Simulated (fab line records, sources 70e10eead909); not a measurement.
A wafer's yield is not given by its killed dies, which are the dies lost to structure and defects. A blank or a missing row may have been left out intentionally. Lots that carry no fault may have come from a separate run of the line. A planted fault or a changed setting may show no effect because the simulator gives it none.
8D (eight disciplines) problem report, filled in by code	flow nandHarc	the parts of the form that need people (team, actions taken, sign-off) are left out

== 1. THE PROBLEM ==
Mean of runLengthS at NHARC_A_CONTACT_ETCH_50: 57.1 s across 3 wafers in 2 lots; on wafers with no fault it is 63.7 s (standard deviation 0.47). That puts it -14 standard deviations away from the usual mean.
The step: etches the open film in CF4/CHF3, target depth 84.7 nm, time 42.4 s.
The first sign was on wafer L147.4 at day 21 23:43, on rieDiel-11. At this step, 38 wafers from 13 lots have a number in the record. Rule for "out", or "out of limits": more than 4 standard deviations from the usual mean. The other wafers with a number count as sound.

== 2. WHAT IT IS, AND WHAT IT ISN'T ==
question	is	is not
which readings at this step	runLengthS	drypumpMotorCurrentA, oesProductAu, rfVppV, showerheadPlenumPTorr
which lots	L147, L152	L135, L136, L137, L138, L139, L142, L145, L154, L155, L156, L157
which wafers of those lots	L147.4, L147.5, L152.5	L152.2, L152.6
read on which tools	rieDiel-11	rieDiel-04, rieDiel-13
when	from day 21 23:43	up to then (21 sound wafers); but 14 sound wafers of L152, L154, L155, L156, L157 came after

== 3. SUSPECTS, AND WHAT RULES EACH OUT ==
Counting: any tool at a process step up to the reading remains a suspect provided it ran every lot that is out. Sound lots after the first of them don't rule it out here, since some wafers of a struck lot are sound.
- rieDiel-11 at NHARC_A_CONTACT_DESCUM_47 (chemistry O2, time 3 s): kept. Every lot that is out went through it, the first being L147 (day 21 22:49); the last sound lot it ran before that was L142 (day 20 14:02).
- rieDiel-11 at NHARC_A_CONTACT_ETCH_50 (etches the open film in CF4/CHF3, target depth 84.7 nm, time 42.4 s): kept. Every lot that is out went through it, the first being L147 (day 21 23:43); the last sound lot it ran before that was L142 (day 20 14:34). Its own runLengthS readings are out on those wafers.
- Within rieDiel-11 at NHARC_A_CONTACT_ETCH_50: the wafers that are out ran in chambers 0, 1, 3; their sound lot-mates ran in chamber 2.
Remaining after the count are rieDiel-11 at NHARC_A_CONTACT_DESCUM_47 and rieDiel-11 at NHARC_A_CONTACT_ETCH_50.

== 4. THE CAUSE (what the simulator had put in) ==
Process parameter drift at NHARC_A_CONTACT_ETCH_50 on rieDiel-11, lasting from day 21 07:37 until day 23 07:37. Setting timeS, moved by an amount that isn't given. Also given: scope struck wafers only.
2 suspects survive the count, and this tool is in that group.

== 5. THE CHAIN OF EFFECTS, in route order ==
One row per reading whose mean, taken over the struck wafers that have a number, lies over 3 standard deviations from the usual. Only readings for which the record gives a usual standard deviation are gone through. hours: the time from each lot's start at the first step in this table that gives one to its start at this step, as a median over the lots. sigmas: the change in usual standard deviations.
hours	step	reading	usual	on struck wafers	change	sigmas
0	NHARC_A_CONTACT_ETCH_50	runLengthS	63.7 s	57.1	-6.6	-14
Process steps it contains:
- NHARC_A_CONTACT_ETCH_50: etches the open film in CF4/CHF3, target depth 84.7 nm, time 42.4 s.

== 6. HOW IT WOULD HAVE BEEN CAUGHT EARLIER ==
The fault began at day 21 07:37; the first out-of-limits reading in this record came at day 21 23:43, 16 hours later.
